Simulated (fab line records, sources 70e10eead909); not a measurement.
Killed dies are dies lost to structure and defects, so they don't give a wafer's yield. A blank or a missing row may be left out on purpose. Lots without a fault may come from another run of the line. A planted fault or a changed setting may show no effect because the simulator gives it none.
Problem report in the 8D (eight disciplines) form, filled by code | flow nand_harc | the parts of the form that need people (team, actions taken, sign-off) are left out

1. THE PROBLEM
oes_product_au at NHARC_P_BONDPAD_ETCH_37 reads a mean of 0.838 a.u. on 2 wafers of 1 lot; wafers without a fault read 1.008 a.u. with a standard deviation of 0.0096. That is -18 standard deviations from the usual mean.
The step: etches the open film in N2/H2, target depth 60 nm, overetch 18 nm, time 65.91 s.
First seen on wafer L752.4, day 9 21:07, on rie_diel-01. The record holds 36 wafers of 12 lots with a number at this step. Rule for "out", or "out of limits": more than 4 standard deviations from the usual mean. The other wafers with a number count as sound.

2. WHAT IT IS AND WHAT IT IS NOT
question                    | is               | is not
which readings at this step | oes_product_au   | bias_w, drypump_motor_current_A, rf_vpp_V, showerhead_plenum_p_Torr
which lots                  | L752             | L744, L745, L751, L756, L759, L760, L762, L763, L764, L765, L766
which wafers of those lots  | L752.3, L752.4   | L752.1
read on which tools         | rie_diel-01      | rie_diel-05, rie_diel-10
when                        | from day 9 21:07 | up to then (10 sound wafers); but 24 sound wafers of L756, L759, L760, L762, L763, L764, L765, L766 came after

3. SUSPECTS, AND WHAT RULES EACH OUT
Counting: a tool at a process step up to the reading stays a suspect if it ran every lot that is out. Sound lots after the first of them don't rule it out here, since some wafers of a struck lot are sound.
- pecvd-04 at NHARC_P_M2_PRE_CLEAN_32 (time 12 s): kept. It ran the lot that is out, L752 (day 9 19:05); its last sound lot up to then is L744 (day 6 17:38).
- rie_diel-01 at NHARC_P_BONDPAD_ETCH_37 (etches the open film in N2/H2, target depth 60 nm, overetch 18 nm, time 65.91 s): kept. It ran the lot that is out, L752 (day 9 21:07). Its own readings are out on those wafers: oes_product_au.
- Within pecvd-04 at NHARC_P_M2_PRE_CLEAN_32: the wafers that are out ran in chambers 1, 2; their sound lot-mates ran in chamber 0.
- Within rie_diel-01 at NHARC_P_BONDPAD_ETCH_37: the wafers that are out ran in chambers 0, 2; their sound lot-mates ran in chamber 1.
Left after counting: pecvd-04 at NHARC_P_M2_PRE_CLEAN_32, rie_diel-01 at NHARC_P_BONDPAD_ETCH_37.

4. THE CAUSE (what the simulator had put in)
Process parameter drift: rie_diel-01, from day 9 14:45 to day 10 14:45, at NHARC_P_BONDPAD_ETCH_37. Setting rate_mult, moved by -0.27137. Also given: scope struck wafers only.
Counting left 2 suspects, and this tool is among them.

5. THE CHAIN OF EFFECTS, in route order
Each row: a reading whose mean over the struck wafers that have a number lies more than 3 standard deviations from the usual. Only readings for which the record gives a usual standard deviation are gone through. hours: the time from each lot's start at the first step in this table that gives one to its start at this step, as a median over the lots. sigmas: the change in usual standard deviations.
hours | step                    | reading        | usual      | on struck wafers | change | sigmas
0     | NHARC_P_BONDPAD_ETCH_37 | oes_product_au | 1.008 a.u. | 0.838            | -0.170 | -18
The process steps in it:
- NHARC_P_BONDPAD_ETCH_37: etches the open film in N2/H2, target depth 60 nm, overetch 18 nm, time 65.91 s.
Later measuring or inspecting steps at which every struck wafer that the step has a row for has a number for every such reading, and none has moved that far: NHARC_P_BONDPAD_CD_MEAS_13, NHARC_END_SORT_01.

6. WHAT WOULD HAVE CAUGHT IT SOONER
In this record the first reading out of limits was taken at day 9 21:07, 6 hours after the fault began at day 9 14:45.
